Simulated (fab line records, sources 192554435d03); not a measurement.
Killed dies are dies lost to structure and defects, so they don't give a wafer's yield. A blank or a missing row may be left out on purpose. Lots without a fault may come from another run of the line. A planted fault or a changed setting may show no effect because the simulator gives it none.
A struck lot beside a sound one | flow n5_finfet | 25 steps out of a route of 1938
Sound: wafers L814.1, L814.3, L814.5. Struck: wafers L818.1, L818.4, L818.6. The cause comes at the end.
At each step with rows: each side's tool, then ch and its chambers, then its first start. Under that, the readings that differ: sound wafers | struck wafers | difference of the means | sigmas: that difference in standard deviations of wafers without a fault.
alike: readings whose means differ by less than 2 such deviations, and words and numbers that are the same on both sides. not compared: withheld readings, readings that some wafer has no value for, bounds like >300 that may hide the same value, and numbers for which the record gives no deviation and whose values overlap.
The two part at a step that has a row with sigmas, a row that says differs or no value, or rows on one side only. Numbers that don't overlap but have no deviation are shown without sigmas and don't part them. A reading that every wafer of one side lacks parts them only if that side has two wafers or more.

first, 10 steps without rows for these wafers: N5_DUMMY_GATE_UV_OZONE_45 (time 120 s); N5_SPACER0_ALD_07 (deposits SiNx, target thk 2 nm); N5_SPACER0_ALD_00 (deposits SiOCN, target thk 3.5 nm, pulse time 3 s, purge time 2 s); N5_SPACER0_ALD_08 (deposits SiNx, target thk 2 nm); N5_SD_EPI_N_COAT_32 (time 60 s, resist thk 350 nm); N5_SD_EPI_N_COAT_33 (time 60 s, resist thk 35 nm); N5_SD_EPI_N_COAT_03 (resist thk 150 nm); N5_SD_EPI_N_EBR_05; N5_SD_EPI_N_SOFTBAKE_04 (time 60 s); N5_SD_EPI_N_EXPOSE_06 (exposes mask SD N BLK, target cd 120 nm).
N5_SD_EPI_N_PEB_07: peb time 60 s.
  sound on litho_track-04 ch 0, day 6 12:37; struck on litho_track-04 ch 0, day 7 13:10
  reading                  | sound                | struck               | difference | sigmas
  heater_power_total_W (W) | 173.0 173.7 176.1    | 166.8 167.6 168.4    | -6.7       | -4
  plate_temp_C (C)         | 110.24 110.00 110.22 | 106.56 106.45 106.38 | -3.69      | -31
then, 1 step without rows for these wafers: N5_SD_EPI_N_DEVELOP_08 (develop time 30 s).
N5_SD_EPI_N_CD_MEAS_09: target cd 120 nm.
  sound on cd_sem-01 ch 0, day 6 12:41; struck on cd_sem-02 ch 0, day 7 13:14
  reading    | sound             | struck            | difference | sigmas
  cd_nm (nm) | 121.6 121.3 120.7 | 109.5 110.1 110.9 | -11.0      | -9
N5_SD_EPI_N_DESCUM_14: chemistry O2, time 7.9 s.
  sound on rie_diel-04 ch 0,1,3, day 6 12:56; struck on rie_diel-06 ch 2,3, day 7 13:55
  reading                   | sound             | struck            | difference | sigmas
  model.SD_EPI_N.cd_nm (nm) | 121.6 121.2 120.8 | 109.6 109.6 110.8 | -11.2      |
  alike: drypump_motor_current_A, oes_product_au, rf_vpp_V, showerhead_plenum_p_Torr, throttle_valve_pct
  not compared: rf_hours_counter_h
then, 7 steps without rows for these wafers: N5_SD_EPI_N_ETCH_34 (etches SiARC in CF4, target depth 45.5 nm, time 75.8 s); N5_SD_EPI_N_ETCH_35 (etches SOC in N2/H2, overetch 108 nm, time 486 s); N5_SD_EPI_N_STRIP_36 (strips in N2/H2); N5_SD_EPI_N_ETCHBACK_44 (etches SiNx in CH3F/O2, stops on SiO2, target depth 14.5 nm); N5_SD_EPI_N_ETCH_45 (etches SiOCN in CH3F/O2, target depth 6 nm); N5_SD_EPI_N_ETCH_16 (etches SiO2 in CHF3/O2, target depth 5 nm); N5_SD_EPI_N_STRIP_47 (strips in CHF3/O2).
N5_SD_EPI_N_SD_RECESS_17: chemistry HBr/Cl2/O2, target depth 41 nm, time 23.7 s, bt time 3 s.
  sound on rie_si-02 ch 2,3, day 6 13:38; struck on rie_si-02 ch 2,3, day 7 14:37
  reading                   | sound         | struck            | difference | sigmas
  model.SD_EPI_N.cd_nm (nm) | 122.8 124 121 | 109.2 113.6 110.2 | -11.6      |
  alike: O2_flow_sccm, bias_w, drypump_motor_current_A, oes_o_777_au, oes_product_au, throttle_valve_pct
  not compared: rf_hours_counter_h
then, 1 step without rows for these wafers: N5_SD_EPI_N_STRIP_38 (strips in N2/H2).
-- the record jumps here: 5 days lie between the struck wafers' starts before and after (it left off in module SD_EPI_N and takes up again in module BEOL_M4, whose first step shown is number 1111 of the route) --
N5_BEOL_M4_RC_MEAS_101:
  sound on prober-02 ch 0, day 11 17:24; struck on prober-02 ch 0, day 12 22:35
  alike: DIBL_N, DIBL_P, IOFF_N, IOFF_P, ION_N, ION_P, SS_N, SS_P, VT_N, VT_P
-- the record jumps here: 4 days lie between the struck wafers' starts before and after (it left off in module BEOL_M4 and takes up again in module PASSIVATION, whose first step shown is number 1936 of the route) --
N5_PASSIVATION_PROBE_49:
  sound on prober-02, day 16 08:42; struck on prober-01, day 17 03:59
  alike: defect_limited_yield, killed_at_M0_to_M3, killed_at_M4_up, killed_at_contacts, killed_at_front_end, killed_at_other, killed_dies, killed_open, killed_short, sort_bin_5_function, sort_bin_6_memory, sort_n_pass, sort_yield_pct

WHERE THEY PART
First at N5_SD_EPI_N_PEB_07; last, within this record, at N5_SD_EPI_N_CD_MEAS_09. Later steps at which nothing parts them and some readings are alike: N5_SD_EPI_N_DESCUM_14, N5_SD_EPI_N_SD_RECESS_17, N5_BEOL_M4_RC_MEAS_101, N5_PASSIVATION_PROBE_49.

WHY: what the simulator had put in
Process parameter drift: litho_track-04, from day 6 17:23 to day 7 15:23, at N5_SD_EPI_N_PEB_07. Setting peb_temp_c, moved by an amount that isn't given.
